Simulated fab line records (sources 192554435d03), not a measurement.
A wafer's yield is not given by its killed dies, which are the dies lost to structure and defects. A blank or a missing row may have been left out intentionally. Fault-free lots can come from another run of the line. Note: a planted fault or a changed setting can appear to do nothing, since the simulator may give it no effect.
A lot that was struck, set against a sound lot | flow n5Finfet | 18 out of 1938 route steps
Sound: these wafers, L178.1, L178.3. Wafers struck: L186.3, L186.5, L186.6. At the end, the cause is stated.
For every step that has rows: the tool of each side, followed by ch and its chambers, followed by its first start. Under that, the readings that differ: sound wafers | struck wafers | difference of the means | sigmas: that difference in standard deviations of wafers without a fault.
alike: readings whose means differ by less than 2 such deviations, and words and numbers that are the same on both sides. not compared: withheld readings, readings that some wafer has no value for, bounds like >300 that may hide the same value, and numbers for which the record gives no deviation and whose values overlap.
A row with sigmas, a row that says differs or no value, or rows on one side alone: a step with any of these is where the two part. Numbers that don't overlap but have no deviation are shown without sigmas and don't part them. Lack of a reading on every wafer of one side parts them only where that side has two or more wafers.

N5_MOL_CONTACT_COAG_VIA_ETCH_117: etches SiO2 in C4F6/O2, target depth 40 nm, overetch 8 nm, time 26 s.
  sound on rieDiel-04 ch 0,3, day 7 10:56; struck on rieDiel-06 ch 0,1, day 9 12:52
  alike: C4F6_flow_sccm, drypumpMotorCurrentA, oesProductAu, rfFwdPowerW, rfVppV, showerheadPlenumPTorr, throttleValvePct
  not compared: rfHoursCounterH
then, 2 steps without rows for these wafers: N5_MOL_CONTACT_COAG_ETCH_124 (etches SiNx in CH3F/O2, stops on SiOC, target depth 6.5 nm); N5_MOL_CONTACT_COAG_ETCH_48 (etches SiOC in C4F6/O2, target depth 15 nm, overetch 4.5 nm, time 17 s).
N5_MOL_CONTACT_COAG_STRIP_72: strips in N2/H2.
  sound on rieDiel-04 ch 0,3, day 7 11:04; struck on rieDiel-06 ch 0,1, day 9 12:59
  alike: biasPowerW, drypumpMotorCurrentA, oesProductAu, rfVppV, showerheadPlenumPTorr, tempC, throttleValvePct
  not compared: rfHoursCounterH
N5_MOL_CONTACT_COAG_STRIP_49: strips in N2/H2, time 30 s.
  sound on plasmaAsher-01 ch 1, day 7 11:09; struck on plasmaAsher-01 ch 0,1, day 9 13:07
  alike: drypumpMotorCurrentA, heaterPowerW, tempC
  not compared: rfHoursCounterH
then, 2 steps without rows for these wafers: N5_MOL_CONTACT_COAG_PRECLEAN_138 (cleans in alkaline clean, time 60 s); N5_MOL_CONTACT_COAG_SRD_139 (time 30 s).
N5_MOL_CONTACT_COAG_CD_MEAS_101: target cd 16 nm.
  sound: cdSem-01 at day 7 11:18; struck: cdSem-02 at day 9 13:15
  alike: cdNm
after that, 1 step had no rows for these wafers: N5_MOL_CONTACT_COAG_PRE_CLEAN_121.
N5_MOL_CONTACT_COAG_CVD_140: deposits W, target thk 66.5 nm, time 215 s.
  sound on cvdW-01 ch 0,1, day 7 11:26; struck on cvdW-02 ch 0,1, day 9 13:28
  alike: heaterPowerW
then, 2 steps without rows for these wafers: N5_MOL_CONTACT_COAG_PRECLEAN_127 (cleans in DIW, time 57.5 s); N5_MOL_CONTACT_COAG_SRD_128 (dry time 32 s).
N5_MOL_CONTACT_COAG_CMP_52: polishes, stops on SiO2, t overpolish 1.5 s, target thk 66.5 nm.
  sound on cmp-04 ch 1,3, day 7 11:47; struck on cmp-02 ch 0,1, day 9 13:42
reading             | sound | struck   | difference | sigmas
timeToEndpointS (s) | 11 13 | 20 21 18 | +8         | +2
  alike: motorCurrentA, overpolishRunS, platenRpm, retainingRingPressureFrac
N5_MOL_CONTACT_COAG_THK_MEAS_53:
  sound: filmMetro-01 at day 7 12:03; struck: filmMetro-02 at day 9 13:59
  alike: VIA_MOL_THK
N5_MOL_CONTACT_COAG_ANNEAL_112: time 1800 s.
  sound on hpAnneal-01 ch 0, day 7 12:05; struck on hpAnneal-01 ch 0, day 9 14:01
  alike: wafer_temp_C_max
N5_MOL_CONTACT_COAG_INSPECT_97: inspects for defects (darkfield).
  sound: defectInspect-02 at day 7 15:07; struck: defectInspect-02 at day 9 17:05
reading        | sound | struck      | difference | sigmas
rawDefectCount | 46 45 | 778 780 782 | +734       | +49
-- record jumps: 4 days separate the struck wafers' starts on either side; left off in module MOL_CONTACT_COAG, taken up again in module BEOL_M4, whose first shown step is the route's number 1111 --
N5_BEOL_M4_RC_MEAS_101:
  sound on prober-01 ch 0, day 10 17:41; struck on prober-02 ch 0, day 13 11:28
  alike: DIBL_N, DIBL_P, IOFF_N, IOFF_P, ION_N, ION_P, SS_N, SS_P, VT_N, VT_P
-- record jumps: 4 days separate the struck wafers' starts on either side; left off in module BEOL_M4, taken up again in module PASSIVATION, whose first shown step is the route's number 1936 --
N5_PASSIVATION_PROBE_49:
  sound: prober-02 at day 15 07:15; struck: prober-01 at day 17 16:02
reading                 | sound     | struck         | difference | sigmas
defectLimitedYield (%)  | 92.3 88.8 | 49.1 49.7 49.5 | -41.1      | -32
killed_at_M0_to_M3      | 38 51     | 15 17 16       | -28        | -3
killedAtContacts        | 15 18     | 528 539 541    | +520       | +88
killedDies              | 91 132    | 601 594 596    | +486       | +30
killedOnRim             | 13 11     | 70 71 78       | +61        | +15
killedOpen              | 71 88     | 63 38 40       | -32        | -3
sort_bin_5_function (%) | 4.5 5.8   | 32.7 32.2 29.9 | +26.5      | +31
sort_bin_6_memory (%)   | 3.1 5.1   | 14.8 15.3 16.3 | +11.4      | +17
sortNPass               | 1089 1048 | 579 586 584    | -486       | -30
sortYieldPct (%)        | 92.3 88.8 | 49.1 49.7 49.5 | -41.1      | -29
  alike: killed_at_M4_up, killedAtFrontEnd, killedAtOther, killedShort

== WHERE THEY PART ==
First at N5_MOL_CONTACT_COAG_CMP_52; last, within this record, at N5_PASSIVATION_PROBE_49.

WHY: whatever the simulator had introduced
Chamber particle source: cmp-02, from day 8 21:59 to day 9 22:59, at N5_MOL_CONTACT_COAG_CMP_52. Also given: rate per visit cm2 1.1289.
